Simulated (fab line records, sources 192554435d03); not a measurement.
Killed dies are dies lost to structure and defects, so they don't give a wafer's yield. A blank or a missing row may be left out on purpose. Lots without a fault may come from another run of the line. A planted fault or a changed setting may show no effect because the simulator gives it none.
fab line records | flow n5_finfet
record lots=24 wafers=72 last_day=18
route steps=1938 shown BEOL_M2@924 BEOL_M3@950 BEOL_M4@1021
lots that met no fault: from a run of the same line without faults
start_h: hours from the record's first day to the start of the lot's first wafer shown | wait_h: hours since the lot's step before | " the same as in the row above | L1.1+2: a row that stands for several wafers | - no value, or no start given | * or withheld: withheld | < > ~ a bound
route shown NAME@n: a module of which the file shows steps, and the number in the route of the first | usual: mean/standard deviation of fault-free wafers | same: alike in all rows | chamber/n: place in a boat | sites: the reading at each site | _std_site: their standard deviation | _edge_site: outer sites' mean less inner sites' | radius_mm: how far each site lies from the wafer's centre | mask NAME#n: copy n | behind: the tool/chamber that last shaped the wafer | hold: why the lot was held/for how many hours/how that ended | device: the transistor (n, p or np) that didn't switch | end of line: the same wafers' tests at the end of the route | a step without rows: its recipe alone | killed: dies lost to structure and defects at the first sort, not the wafer's yield | map: a wafer's dies, x killed, . not, _ none there
set.NAME: the setting as run; set.NAME@STEP: as run at that earlier step | model.NAME: the simulator's own value behind a step, which no gauge read
steps of the route over a sample of lots; a table a step, a row a wafer
services: from which hour (start_h, from the record's first day; less than 0 if before it) a tool's chamber was out of use, for how many hours, and why
## steps
# step N5_BEOL_M2_THK_MEAS_53
# recipe thk_meas_gauge=xrf reads=Cu_of_BEOL_M2_ECD_50
# usual M2_THK=40.3/1.6
# columns lot.wafer tool chamber start_h wait_h M2_THK[nm]
L074.4 film_metro-01 - 143.28 - 37.3
L074.5 " - " " 40.2
L074.6 " - " " 38.5
L075.1 film_metro-01 - 146.14 - 41.7
L075.2 " - " " 39.6
L075.6 " - " " 41.0
L076.3 film_metro-01 - 147.43 - 40.5
L076.4 " - " " 42.2
L076.5 " - " " 41.5
L077.2 film_metro-02 - 156.49 - 38.8
L077.3 " - " " 37.9
L077.6 " - " " 38.6
L078.1 film_metro-01 - 170.82 - 39.6
L078.3 " - " " 37.4
L078.6 " - " " 37.6
L079.3 film_metro-02 - 177.67 - 41.2
L079.4 " - " " 41.9
L079.6 " - " " 40.4
L080.1 film_metro-01 - 184.16 - 41.3
L080.4 " - " " 39.9
L080.5 " - " " 40.0
L081.1 film_metro-02 - 192.26 - 39.4
L081.3 " - " " 41.0
L081.5 " - " " 39.0
L082.1 film_metro-02 - 197.98 - 38.0
L082.2 " - " " 39.2
L082.3 " - " " 38.4
L083.2 film_metro-02 - 198.11 - 42.8
L083.3 " - " " 40.8
L083.5 " - " " 40.5
L084.1 film_metro-02 - 208.89 - 38.9
L084.3 " - " " 39.5
L084.6 " - " " 38.5
L085.3 film_metro-02 - 216.42 - 41.3
L085.4 " - " " 40.4
L085.6 " - " " 42.4
L086.1 film_metro-02 - 217.50 - 38.0
L086.4 " - " " 39.7
L086.5 " - " " 39.7
L087.2 film_metro-02 - 222.65 - 37.4
L087.5 " - " " 38.5
L087.6 " - " " 39.2
L088.3 film_metro-01 - 229.02 - 42.7
L088.4 " - " " 42.1
L088.6 " - " " 42.0
L089.3 film_metro-01 - 238.13 - 41.6
L089.4 " - " " 40.4
L089.6 " - " " 41.3
L090.2 film_metro-01 - 243.33 - 40.3
L090.4 " - " " 41.7
L090.6 " - " " 39.5
L091.1 film_metro-02 - 245.25 - 42.7
L091.3 " - " " 40.3
L091.6 " - " " 40.1
L093.1 film_metro-02 - 246.66 - 40.8
L093.2 " - " " 43.1
L093.5 " - " " 41.0
L092.2 film_metro-01 - 249.23 - 40.8
L092.4 " - " " 40.4
L092.6 " - " " 40.4
L094.1 film_metro-01 - 276.33 - 38.7
L094.2 " - " " 38.3
L094.6 " - " " 39.7
L095.1 film_metro-01 - 281.51 - 41.3
L095.3 " - " " 41.1
L095.5 " - " " 42.6
L097.2 film_metro-02 - 284.95 - 36.5
L097.4 " - " " 41.4
L097.6 " - " " 40.2
L096.1 film_metro-01 - 285.07 - 40.0
L096.2 " - " " 40.0
L096.3 " - " " 39.9
# step N5_BEOL_M3_ETCH_64
# recipe chemistry=N2/H2 target=SOC target_depth_a=750 overetch_a=150 mask_material=SiARC temp_c=40 time_s=112.5 ion_energy_ev=200 pressure_mtorr=30 source_w=840 bias_w=150 n2_flow_sccm=200 h2_flow_sccm=200
# usual bias_w=150.1/0.49 drypump_motor_current_A=5.7/0.43 h2_flow_sccm=200.0/0.58 oes_product_au=0.61/0.07 rf_vpp_V=523.7/2.4 showerhead_plenum_p_Torr=2.54/0.085 throttle_valve_pct=17.82/0.22
# columns lot.wafer tool chamber start_h wait_h bias_w drypump_motor_current_A h2_flow_sccm oes_product_au rf_hours_counter_h rf_vpp_V showerhead_plenum_p_Torr throttle_valve_pct
L074.4 rie_diel-06 3 144.61 0.0 150.7 5.5 200.7 0.72 22 524.6 2.57 17.46
L074.5 " 2 " " 150.2 5.2 199.7 0.57 - 527.2 2.65 18.09
L074.6 " 3 " " 150.6 5.5 200.9 0.71 - 525.5 2.57 17.45
L075.1 rie_diel-02 2 149.37 0.0 150.5 5.8 201.1 0.59 180 528.3 2.65 18.00
L075.2 " 3 " " 149.8 6.4 200.0 0.55 213 522.8 2.50 17.80
L075.6 " 0 " " 149.8 5.9 200.2 0.55 - 519.8 2.40 18.18
L076.3 rie_diel-01 1 149.64 0.0 149.6 6.4 199.9 0.71 26 520.9 2.48 17.57
L076.4 " 2 " " 149.5 5.6 199.6 0.58 174 523.6 2.55 17.81
L076.5 " 0 " " 150.8 5.4 199.4 0.63 - 526.0 2.55 17.88
L077.2 rie_diel-06 2 158.20 0.0 150.6 5.2 200.2 0.57 183 525.7 2.65 18.10
L077.3 " 3 " " 150.1 5.5 200.2 0.70 26 524.1 2.57 17.44
L077.6 " 2 " " 150.8 5.2 200.0 0.57 - 525.4 2.65 18.11
L078.1 rie_diel-06 1 173.42 0.0 149.6 5.5 200.0 0.53 237 521.4 2.52 17.87
L078.3 " 3 " " 150.6 5.5 200.0 0.70 31 526.2 2.57 17.46
L078.6 " 0 " " 149.8 5.9 199.3 0.55 - 523.4 2.49 17.96
L079.3 rie_diel-02 1 179.82 0.0 150.0 5.2 199.6 0.60 160 520.7 2.44 17.60
L079.4 " 2 " " 150.4 5.8 199.7 0.57 190 525.6 2.64 18.04
L079.6 " 2 " " 150.5 5.8 199.9 0.57 - 526.8 2.64 18.02
L080.1 rie_diel-06 2 186.27 0.0 149.4 5.2 200.3 0.57 192 526.3 2.64 18.12
L080.4 " 2 " " 149.6 5.2 199.4 0.57 - 526.3 2.64 18.12
L080.5 " 3 " " 150.1 5.5 198.9 0.69 - 523.5 2.57 17.48
L081.1 rie_diel-02 2 194.55 0.0 149.6 5.8 199.6 0.58 196 525.3 2.64 18.04
L081.3 " 3 " " 150.3 6.4 199.4 0.54 228 523.3 2.49 17.85
L081.5 " 3 " " 150.5 6.4 200.1 0.53 - 522.8 2.49 17.85
L082.1 rie_diel-01 0 201.87 0.0 149.4 5.4 200.4 0.62 89 524.3 2.55 17.89
L082.2 " 2 " " 150.5 5.6 200.0 0.57 187 523.6 2.54 17.82
L082.3 " 3 " " 150.4 5.9 200.9 0.65 107 527.5 2.64 17.58
L083.2 rie_diel-02 0 202.07 0.0 149.9 5.9 199.6 0.54 241 519.6 2.39 18.20
L083.3 " 3 " " 149.5 6.4 199.8 0.53 230 522.0 2.49 17.84
L083.5 " 2 " " 150.1 5.8 201.3 0.57 - 526.0 2.64 18.03
L084.1 rie_diel-01 2 211.71 0.0 149.8 5.6 200.6 0.57 190 523.0 2.54 17.81
L084.3 " 1 " " 149.8 6.5 200.9 0.69 43 521.2 2.48 17.61
L084.6 " 1 " " 150.2 6.4 200.5 0.69 - 521.7 2.48 17.60
L085.3 rie_diel-06 2 217.54 0.0 150.1 5.2 200.4 0.56 204 524.6 2.64 18.12
L085.4 " 0 " " 149.7 5.9 200.6 0.75 - 523.0 2.48 17.64
L085.6 " 3 " " 150.1 5.5 200.0 0.67 - 525.0 2.56 17.51
L086.1 rie_diel-02 3 220.16 0.0 149.9 6.4 200.0 0.53 237 522.9 2.49 17.85
L086.4 " 2 " " 151.3 5.8 199.1 0.57 203 525.6 2.64 18.06
L086.5 " 3 " " 150.1 6.4 200.3 0.53 - 523.2 2.49 17.84
L087.2 rie_diel-01 1 230.36 0.0 149.7 6.5 201.0 0.68 48 521.3 2.47 17.58
L087.5 " 0 " " 149.9 5.4 199.8 0.62 - 525.4 2.55 17.91
L087.6 " 1 " " 150.6 6.4 200.8 0.69 - 520.7 2.48 17.62
L088.3 rie_diel-02 2 230.65 0.0 150.6 5.8 200.5 0.56 207 526.8 2.64 18.06
L088.4 " 1 " " 149.9 5.2 199.6 0.59 - 520.7 2.44 17.61
L088.6 " 2 " " 150.3 5.8 199.9 0.57 - 525.1 2.64 18.09
L089.3 rie_diel-01 1 240.29 0.0 151.1 6.4 199.5 0.68 52 522.2 2.47 17.61
L089.4 " 0 " " 150.6 5.4 200.2 0.61 101 526.0 2.54 17.91
L089.6 " 0 " " 150.5 5.4 199.9 0.62 - 524.4 2.54 17.91
L090.2 rie_diel-01 0 244.85 0.0 150.5 5.4 201.3 0.62 102 524.2 2.54 17.91
L090.4 " 2 " " 149.8 5.6 200.1 0.57 200 522.8 2.53 17.86
L090.6 " 2 " " 149.9 5.6 199.8 0.57 - 521.3 2.54 17.83
L091.1 rie_diel-02 3 247.66 0.0 150.9 6.4 200.5 0.52 248 523.0 2.48 17.88
L091.3 " 1 " " 149.3 5.2 200.0 0.58 184 520.1 2.43 17.62
L091.6 " 2 " " 149.7 5.8 199.4 0.56 - 525.9 2.63 18.06
L093.1 rie_diel-02 1 248.91 0.0 150.6 5.2 199.5 0.59 185 521.2 2.43 17.62
L093.2 " 2 " " 150.0 5.8 200.9 0.56 215 527.4 2.63 18.06
L093.5 " 3 " " 150.3 6.4 199.8 0.53 - 523.1 2.48 17.86
L092.2 rie_diel-06 2 250.31 0.0 150.0 5.2 199.2 0.55 215 525.9 2.63 18.15
L092.4 " 1 " " 150.3 5.5 200.8 0.77 7 522.2 2.51 17.48
L092.6 " 2 " " 150.3 5.2 199.7 0.55 - 525.4 2.63 18.16
L094.1 rie_diel-02 1 278.25 0.0 150.4 5.2 200.2 0.57 195 520.3 2.43 17.64
L094.2 " 2 " " 150.0 5.8 201.0 0.55 225 525.8 2.63 18.08
L094.6 " 1 " " 150.4 5.2 200.6 0.58 - 520.7 2.43 17.66
L095.1 rie_diel-02 0 283.12 0.0 150.5 5.9 200.1 0.73 12 527.9 2.70 17.89
L095.3 " 1 " " 148.9 5.2 200.8 0.57 198 519.8 2.43 17.65
L095.5 " 0 " " 149.8 5.9 199.6 0.73 - 528.3 2.70 17.90
L097.2 rie_diel-02 2 287.06 0.0 149.4 5.8 199.9 0.56 229 526.0 2.63 18.11
L097.4 " 1 " " 149.7 5.2 201.0 0.58 199 520.3 2.43 17.66
L097.6 " 0 " " 149.8 5.9 199.6 0.73 - 527.9 2.70 17.88
L096.1 rie_diel-02 0 289.12 0.0 149.6 5.9 199.7 0.74 14 528.3 2.70 17.90
L096.2 " 2 " " 150.3 5.8 200.1 0.56 230 523.8 2.63 18.11
L096.3 " 1 " " 149.8 5.2 198.1 0.57 200 522.6 2.43 17.67
# step N5_BEOL_M3_SPUTTER_92
# recipe material=Cu target_thk_a=45 temp_c=-20 chamber_pressure_pa=0.07 power_w=withheld time_s=8.29
# usual throttle_valve_pct=30.0/1.1
# columns lot.wafer tool chamber start_h wait_h throttle_valve_pct
L074.4 pvd_sputter-01 - 151.52 0.1 29.2
L074.5 " - " " 28.3
L074.6 " - " " 30.3
L075.1 pvd_sputter-01 - 154.34 0.1 28.6
L075.2 " - " " 30.3
L075.6 " - " " 28.7
L076.3 pvd_sputter-03 - 159.13 0.1 30.4
L076.4 " - " " 30.0
L076.5 " - " " 30.4
L077.2 pvd_sputter-03 - 171.57 0.1 29.9
L077.3 " - " " 32.3
L077.6 " - " " 29.8
L078.1 pvd_sputter-01 - 179.61 0.1 29.5
L078.3 " - " " 28.5
L078.6 " - " " 28.3
L079.3 pvd_sputter-03 - 191.17 0.1 30.1
L079.4 " - " " 29.7
L079.6 " - " " 32.2
L080.1 pvd_sputter-01 - 199.78 0.1 28.9
L080.4 " - " " 30.2
L080.5 " - " " 28.4
L081.1 pvd_sputter-01 - 202.14 0.1 30.1
L081.3 " - " " 28.4
L081.5 " - " " 30.3
L082.1 pvd_sputter-01 - 205.90 0.1 28.6
L082.2 " - " " 28.5
L082.3 " - " " 29.4
L083.2 pvd_sputter-03 - 207.32 0.1 30.2
L083.3 " - " " 29.7
L083.5 " - " " 30.2
L084.1 pvd_sputter-02 - 218.37 0.1 29.8
L084.3 " - " " 31.1
L084.6 " - " " 31.5
L085.3 pvd_sputter-02 - 223.57 0.1 30.6
L085.4 " - " " 29.9
L085.6 " - " " 30.0
L086.1 pvd_sputter-01 - 231.85 0.1 29.6
L086.4 " - " " 28.3
L086.5 " - " " 28.5
L087.2 pvd_sputter-02 - 238.42 0.1 29.6
L087.5 " - " " 30.3
L087.6 " - " " 30.8
L088.3 pvd_sputter-01 - 238.95 0.1 28.6
L088.4 " - " " 29.3
L088.6 " - " " 28.5
L089.3 pvd_sputter-03 - 251.68 0.1 32.3
L089.4 " - " " 30.0
L089.6 " - " " 30.3
L090.2 pvd_sputter-03 - 256.81 0.1 29.6
L090.4 " - " " 30.3
L090.6 " - " " 32.2
L091.1 pvd_sputter-01 - 260.61 0.1 30.5
L091.3 " - " " 28.8
L091.6 " - " " 28.3
L093.1 pvd_sputter-02 - 260.68 0.1 29.7
L093.2 " - " " 29.8
L093.5 " - " " 29.9
L092.2 pvd_sputter-02 - 265.24 0.1 30.4
L092.4 " - " " 30.0
L092.6 " - " " 30.8
L094.1 pvd_sputter-03 - 294.80 0.1 30.5
L094.2 " - " " 29.8
L094.6 " - " " 32.4
L095.1 pvd_sputter-03 - 298.24 0.1 30.4
L095.3 " - " " 29.8
L095.5 " - " " 32.6
L096.1 pvd_sputter-01 - 298.94 0.1 28.5
L096.2 " - " " 29.4
L096.3 " - " " 28.7
L097.2 pvd_sputter-02 - 301.20 0.1 30.2
L097.4 " - " " 29.7
L097.6 " - " " 30.7
# step N5_BEOL_M3_INSPECT_59
# recipe inspect_instrument=darkfield mode=post_dep
# usual raw_defect_count=78/24
# columns lot.wafer tool chamber start_h wait_h raw_defect_count
L074.4 defect_inspect-02 - 153.05 0.0 74
L074.5 " - " " 80
L074.6 " - " " 59
L075.1 defect_inspect-01 - 155.86 0.0 98
L075.2 " - " " 82
L075.6 " - " " 75
L076.3 defect_inspect-02 - 168.74 0.0 73
L076.4 " - " " 62
L076.5 " - " " 96
L077.2 defect_inspect-01 - 173.09 0.0 74
L077.3 " - " " 83
L077.6 " - " " 69
L078.1 defect_inspect-02 - 181.13 0.0 105
L078.3 " - " " 104
L078.6 " - " " 65
L079.3 defect_inspect-01 - 192.70 0.0 53
L079.4 " - " " 90
L079.6 " - " " 135
L080.1 defect_inspect-01 - 201.29 0.0 112
L080.4 " - " " 94
L080.5 " - " " 50
L081.1 defect_inspect-01 - 203.66 0.0 90
L081.3 " - " " 106
L081.5 " - " " 112
L082.1 defect_inspect-02 - 207.54 0.0 87
L082.2 " - " " 62
L082.3 " - " " 69
L083.2 defect_inspect-01 - 208.85 0.0 75
L083.3 " - " " 97
L083.5 " - " " 82
L084.1 defect_inspect-01 - 219.88 0.0 64
L084.3 " - " " 105
L084.6 " - " " 96
L085.3 defect_inspect-01 - 225.20 0.0 83
L085.4 " - " " 70
L085.6 " - " " 41
L086.1 defect_inspect-01 - 233.61 0.0 106
L086.4 " - " " 94
L086.5 " - " " 62
L087.2 defect_inspect-01 - 239.93 0.0 78
L087.5 " - " " 51
L087.6 " - " " 67
L088.3 defect_inspect-01 - 240.48 0.0 51
L088.4 " - " " 81
L088.6 " - " " 70
L089.3 defect_inspect-02 - 253.19 0.0 74
L089.4 " - " " 65
L089.6 " - " " 78
L090.2 defect_inspect-01 - 258.54 0.0 43
L090.4 " - " " 102
L090.6 " - " " 55
L093.1 defect_inspect-02 - 262.19 0.0 70
L093.2 " - " " 65
L093.5 " - " " 46
L091.1 defect_inspect-02 - 262.42 0.0 175
L091.3 " - " " 92
L091.6 " - " " 75
L092.2 defect_inspect-01 - 267.65 0.0 53
L092.4 " - " " 46
L092.6 " - " " 44
L094.1 defect_inspect-01 - 296.39 0.0 56
L094.2 " - " " 74
L094.6 " - " " 117
L095.1 defect_inspect-01 - 299.78 0.0 69
L095.3 " - " " 105
L095.5 " - " " 93
L096.1 defect_inspect-02 - 300.52 0.0 74
L096.2 " - " " 72
L096.3 " - " " 84
L097.2 defect_inspect-01 - 303.04 0.0 56
L097.4 " - " " 119
L097.6 " - " " 81
# step N5_BEOL_M4_ILD_DEP_00
# recipe material=SiOC target_thk_a=790 temp_c=350 precursor=DEMS/O2 pressure_torr=5 rf_w=500 time_s=15.3
# usual heater_power_w=475/55 showerhead_plenum_p_Torr=5.695/0.012 throttle_valve_pct=11.9/0.69
# columns lot.wafer tool chamber start_h wait_h heater_power_w showerhead_plenum_p_Torr throttle_valve_pct
L074.4 pecvd-01 2 153.10 0.1 554 5.691 11.7
L074.5 " 1 " " 380 5.703 11.7
L074.6 " 0 " " 517 5.694 11.2
L075.1 pecvd-02 0 155.89 0.0 451 5.678 12.3
L075.2 " 1 " " 378 5.693 11.7
L075.6 " 0 " " 445 5.683 12.3
L076.3 pecvd-01 1 168.79 0.1 388 5.699 11.6
L076.4 " 0 " " 507 5.702 11.1
L076.5 " 1 " " 402 5.706 12.2
L077.2 pecvd-03 0 173.13 0.0 513 5.698 12.5
L077.3 " 0 " " 527 5.707 12.6
L077.6 " 0 " " 535 5.700 12.5
L078.1 pecvd-02 0 181.16 0.0 464 5.677 12.2
L078.3 " 1 " " 413 5.695 11.7
L078.6 " 1 " " 413 5.700 11.8
L079.3 pecvd-03 1 192.73 0.0 412 5.697 12.4
L079.4 " 0 " " 527 5.688 12.5
L079.6 " 2 " " 441 5.696 11.2
L080.1 pecvd-03 2 201.33 0.0 508 5.697 10.9
L080.4 " 0 " " 510 5.712 12.8
L080.5 " 1 " " 427 5.688 12.8
L081.1 pecvd-03 2 203.69 0.0 488 5.700 11.5
L081.3 " 0 " " 467 5.690 12.9
L081.5 " 1 " " 379 5.700 12.6
L082.1 pecvd-01 2 207.58 0.0 559 5.705 11.8
L082.2 " 0 " " 467 5.706 11.1
L082.3 " 1 " " 403 5.711 11.9
L083.2 pecvd-03 1 208.89 0.0 416 5.671 12.8
L083.3 " 0 " " 520 5.697 12.8
L083.5 " 0 " " 513 5.704 12.7
L084.1 pecvd-03 1 219.92 0.0 359 5.685 12.6
L084.3 " 0 " " 537 5.700 12.6
L084.6 " 0 " " 514 5.698 12.8
L085.3 pecvd-03 1 225.24 0.0 452 5.672 12.7
L085.4 " 2 " " 493 5.691 11.2
L085.6 " 1 " " 441 5.678 13.0
L086.1 pecvd-03 2 233.65 0.0 493 5.689 11.3
L086.4 " 2 " " 521 5.702 10.9
L086.5 " 1 " " 379 5.672 12.8
L087.2 pecvd-01 0 239.97 0.0 472 5.702 10.6
L087.5 " 2 " " 524 5.699 11.8
L087.6 " 1 " " 482 5.700 11.8
L088.3 pecvd-02 2 240.51 0.0 495 5.704 11.4
L088.4 " 2 " " 501 5.669 11.4
L088.6 " 0 " " 444 5.690 12.4
L089.3 pecvd-03 0 253.23 0.0 489 5.703 12.9
L089.4 " 2 " " 510 5.703 11.1
L089.6 " 1 " " 407 5.684 12.9
L090.2 pecvd-03 1 258.59 0.1 422 5.676 12.5
L090.4 " 0 " " 484 5.683 12.7
L090.6 " 1 " " 414 5.682 12.8
L093.1 pecvd-01 2 262.23 0.0 615 5.700 11.5
L093.2 " 0 " " 529 5.695 11.0
L093.5 " 0 " " 421 5.705 10.9
L091.1 pecvd-01 2 262.46 0.0 556 5.702 11.8
L091.3 " 0 " " 490 5.715 10.9
L091.6 " 2 " " 562 5.684 11.8
L092.2 pecvd-01 2 267.68 0.0 574 5.706 11.8
L092.4 " 0 " " 484 5.714 11.1
L092.6 " 2 " " 575 5.685 11.7
L094.1 pecvd-02 0 296.43 0.0 471 5.675 12.4
L094.2 " 1 " " 456 5.700 11.7
L094.6 " 1 " " 455 5.684 11.8
L095.1 pecvd-03 0 299.82 0.0 500 5.692 12.8
L095.3 " 2 " " 525 5.677 11.3
L095.5 " 2 " " 540 5.695 11.4
L096.1 pecvd-03 1 300.56 0.0 422 5.683 12.6
L096.2 " 2 " " 480 5.681 10.9
L096.3 " 0 " " 433 5.710 12.6
L097.2 pecvd-03 2 303.08 0.0 519 5.698 11.1
L097.4 " 2 " " 523 5.699 11.0
L097.6 " 1 " " 426 5.673 12.8
# step N5_BEOL_M4_ETCH_74
# recipe chemistry=N2/H2 target=underlayer target_depth_a=65 mask_material=CAR-EUV time_s=5.2 ion_energy_ev=200 pressure_mtorr=30 source_w=840 bias_w=150 n2_flow_sccm=200 h2_flow_sccm=200 ends=cleared
# usual bias_w=150.0/0.46 drypump_motor_current_A=5.8/0.42 etch_rf_on_time_s=5.21/0.11 h2_flow_sccm=200.1/0.68 oes_product_au=0.66/0.076 rf_vpp_V=524/3 showerhead_plenum_p_Torr=2.55/0.1 throttle_valve_pct=17.84/0.24
# columns lot.wafer tool chamber start_h wait_h bias_w drypump_motor_current_A etch_rf_on_time_s h2_flow_sccm oes_product_au rf_hours_counter_h rf_vpp_V showerhead_plenum_p_Torr throttle_valve_pct
L074.4 rie_diel-04 0 154.40 0.0 150.2 6.4 5.22 200.6 0.60 229 526 2.59 18.38
L074.5 " 2 " " 149.8 5.4 5.26 200.5 0.63 - 521 2.44 17.85
L074.6 " 3 " " 148.9 5.6 5.08 200.0 0.59 - 525 2.61 18.00
L075.1 rie_diel-04 0 157.20 0.0 150.3 6.4 5.17 200.8 0.60 231 525 2.59 18.39
L075.2 " 3 " " 150.1 5.7 5.02 199.1 0.59 243 525 2.61 18.03
L075.6 " 1 " " 150.5 6.1 5.06 199.8 0.74 - 523 2.59 17.65
L076.3 rie_diel-04 0 172.19 0.0 150.3 6.4 5.19 200.0 0.61 236 527 2.59 18.41
L076.4 " 3 " " 149.9 5.7 5.03 199.6 0.60 249 526 2.60 18.03
L076.5 " 1 " " 149.4 6.1 5.07 199.5 0.74 - 526 2.59 17.64
L077.2 rie_diel-03 2 175.89 0.0 149.7 5.8 5.37 200.5 0.58 235 520 2.39 17.65
L077.3 " 0 " " 149.4 5.8 5.30 200.3 0.60 212 526 2.61 17.43
L077.6 " 1 " " 149.5 5.7 5.19 200.9 0.74 - 526 2.61 18.03
L078.1 rie_diel-04 2 182.26 0.0 149.8 5.5 5.25 200.1 0.63 182 519 2.43 17.88
L078.3 " 0 " " 149.9 6.4 5.11 200.1 0.61 240 526 2.59 18.43
L078.6 " 0 " " 149.7 6.4 5.13 199.3 0.61 - 527 2.59 18.41
L079.3 rie_diel-04 1 194.68 0.0 150.4 6.1 5.14 199.9 0.73 68 525 2.58 17.67
L079.4 " 2 " " 148.7 5.5 5.20 198.8 0.62 - 519 2.43 17.90
L079.6 " 0 " " 150.0 6.4 5.12 200.7 0.61 - 524 2.59 18.46
L080.1 rie_diel-03 1 202.78 0.0 150.3 5.7 5.19 200.4 0.72 39 525 2.60 18.06
L080.4 " 1 " " 150.2 5.8 5.16 200.6 0.73 - 523 2.60 18.06
L080.5 " 2 " " 149.7 5.9 5.43 201.2 0.58 - 519 2.39 17.66
L081.1 rie_diel-04 2 204.53 0.0 150.1 5.5 5.23 201.3 0.60 191 522 2.43 17.90
L081.3 " 0 " " 150.5 6.4 5.19 201.0 0.59 249 526 2.59 18.43
L081.5 " 2 " " 150.5 5.5 5.23 201.4 0.61 - 518 2.43 17.91
L082.1 rie_diel-04 3 209.08 0.0 150.9 5.7 5.02 200.7 0.82 4 525 2.60 17.61
L082.2 " 1 " " 149.9 6.1 5.17 200.3 0.71 73 527 2.58 17.68
L082.3 " 2 " " 149.6 5.5 5.28 199.8 0.61 193 521 2.43 17.90
L083.2 rie_diel-03 3 209.93 0.0 149.9 5.5 5.23 200.0 0.77 25 524 2.47 17.67
L083.3 " 0 " " 150.3 5.8 5.37 199.3 0.59 225 526 2.61 17.49
L083.5 " 1 " " 150.2 5.8 5.21 201.2 0.73 - 526 2.60 18.05
L084.1 rie_diel-03 0 221.41 0.0 149.3 5.8 5.32 199.5 0.59 230 527 2.61 17.48
L084.3 " 3 " " 149.8 5.5 5.21 199.9 0.77 28 522 2.47 17.66
L084.6 " 3 " " 149.1 5.5 5.16 200.2 0.78 - 523 2.47 17.65
L085.3 rie_diel-05 2 226.38 0.0 150.3 5.1 5.24 200.8 0.75 35 528 2.72 17.58
L085.4 " 3 " " 149.1 5.7 5.16 199.7 0.59 232 525 2.50 17.79
L085.6 " 1 " " 149.9 5.6 5.37 199.8 0.59 - 519 2.40 17.83
L086.1 rie_diel-05 1 235.73 0.0 149.9 5.6 5.33 200.3 0.58 227 519 2.40 17.82
L086.4 " 2 " " 150.4 5.1 5.17 200.3 0.75 38 529 2.72 17.60
L086.5 " 2 " " 150.1 5.1 5.16 199.0 0.74 - 529 2.72 17.60
L087.2 rie_diel-05 3 241.00 0.0 150.4 5.7 5.09 200.1 0.59 237 523 2.50 17.81
L087.5 " 0 " " 149.8 6.6 5.18 199.9 0.68 - 527 2.67 17.99
L087.6 " 1 " " 149.8 5.6 5.32 199.9 0.57 - 519 2.40 17.85
L088.3 rie_diel-04 2 243.42 0.0 149.5 5.5 5.22 200.7 0.60 208 521 2.42 17.94
L088.4 " 1 " " 149.8 6.1 5.06 199.7 0.71 - 523 2.58 17.71
L088.6 " 0 " " 150.3 6.4 5.11 200.2 0.80 - 526 2.58 18.04
L089.3 rie_diel-03 1 254.69 0.0 150.5 5.8 5.21 199.0 0.69 62 524 2.59 18.12
L089.4 " 0 " " 150.1 5.7 5.38 200.1 0.58 - 527 2.60 17.53
L089.6 " 2 " " 149.3 5.8 5.33 199.0 0.79 - 529 2.70 17.29
L090.2 rie_diel-05 2 261.99 0.0 150.3 5.1 5.19 201.1 0.73 49 530 2.71 17.61
L090.4 " 3 " " 150.1 5.7 5.13 200.5 0.58 244 520 2.50 17.82
L090.6 " 1 " " 150.3 5.6 5.39 200.5 0.58 - 521 2.40 17.87
L093.1 rie_diel-05 3 263.39 0.0 150.3 5.7 5.14 200.4 0.58 244 525 2.50 17.82
L093.2 " 1 " " 149.8 5.6 5.41 200.7 0.57 239 519 2.40 17.88
L093.5 " 2 " " 150.3 5.1 5.15 200.3 0.74 - 527 2.71 17.62
L091.1 rie_diel-05 3 263.62 0.0 149.5 5.7 5.14 199.2 0.59 245 523 2.50 17.81
L091.3 " 0 " " 149.8 6.6 5.24 200.5 0.66 136 526 2.67 18.02
L091.6 " 0 " " 150.6 6.6 5.24 200.1 0.66 - 526 2.67 18.02
L092.2 rie_diel-04 0 269.99 0.0 150.6 6.4 5.05 200.2 0.80 16 524 2.58 18.05
L092.4 " 3 " " 150.5 5.7 4.99 200.2 0.78 23 524 2.60 17.64
L092.6 " 1 " " 150.3 6.1 5.12 199.4 0.70 - 526 2.57 17.73
L094.1 rie_diel-04 3 299.72 0.0 151.2 5.7 5.10 199.9 0.76 33 524 2.59 17.64
L094.2 " 0 " " 150.5 6.4 5.07 198.3 0.76 27 526 2.57 18.05
L094.6 " 0 " " 149.7 6.4 5.10 199.9 0.78 - 525 2.57 18.09
L095.1 rie_diel-05 2 302.22 0.0 149.8 5.1 5.17 200.0 0.72 64 530 2.71 17.63
L095.3 " 1 " " 150.1 5.6 5.42 199.7 0.56 253 521 2.39 17.88
L095.5 " 0 " " 149.0 6.6 5.34 199.9 0.65 - 526 2.66 18.05
L096.1 rie_diel-05 0 302.46 0.0 150.5 6.6 5.31 200.6 0.65 151 525 2.66 18.04
L096.2 " 1 " " 150.1 5.6 5.34 200.0 0.57 253 522 2.39 17.90
L096.3 " 2 " " 149.2 5.1 5.13 200.5 0.73 64 526 2.70 17.64
L097.2 rie_diel-04 1 305.63 0.0 149.5 6.1 5.18 199.9 0.68 108 524 2.57 17.73
L097.4 " 2 " " 149.8 5.5 5.37 199.5 0.58 229 521 2.41 17.96
L097.6 " 2 " " 149.0 5.5 5.33 200.0 0.58 - 518 2.41 17.97
## services
# columns tool chamber start_h hours kind
rie_diel-04 2 122.02 1.8 repair
pecvd-03 1 143.74 5.5 scheduled_down
pecvd-03 - 146.95 2.8 pm
pecvd-01 1 160.64 3.2 repair
rie_diel-06 2 162.47 4.1 repair
rie_diel-01 - 165.45 15.6 pm
pecvd-01 2 166.23 2.9 repair
rie_diel-05 0 166.50 3.8 repair
rie_diel-05 3 168.28 4.5 repair
rie_diel-03 3 197.84 8.7 repair
pecvd-02 2 202.45 4.4 repair
pecvd-02 2 210.16 5.3 repair
rie_diel-03 3 214.28 5.1 repair
pecvd-01 - 218.27 14.1 repair
pecvd-03 1 236.93 4.2 repair
rie_diel-03 3 248.74 6.3 repair
pecvd-01 - 249.84 0.6 repair
rie_diel-06 1 250.77 15.2 repair
rie_diel-04 3 251.44 4.5 repair
rie_diel-05 3 256.33 3.1 repair
rie_diel-03 2 262.22 1.6 repair
pecvd-01 - 269.73 1.0 repair
rie_diel-04 1 270.31 3.5 repair
rie_diel-03 2 283.29 16.3 repair
## key
fault none
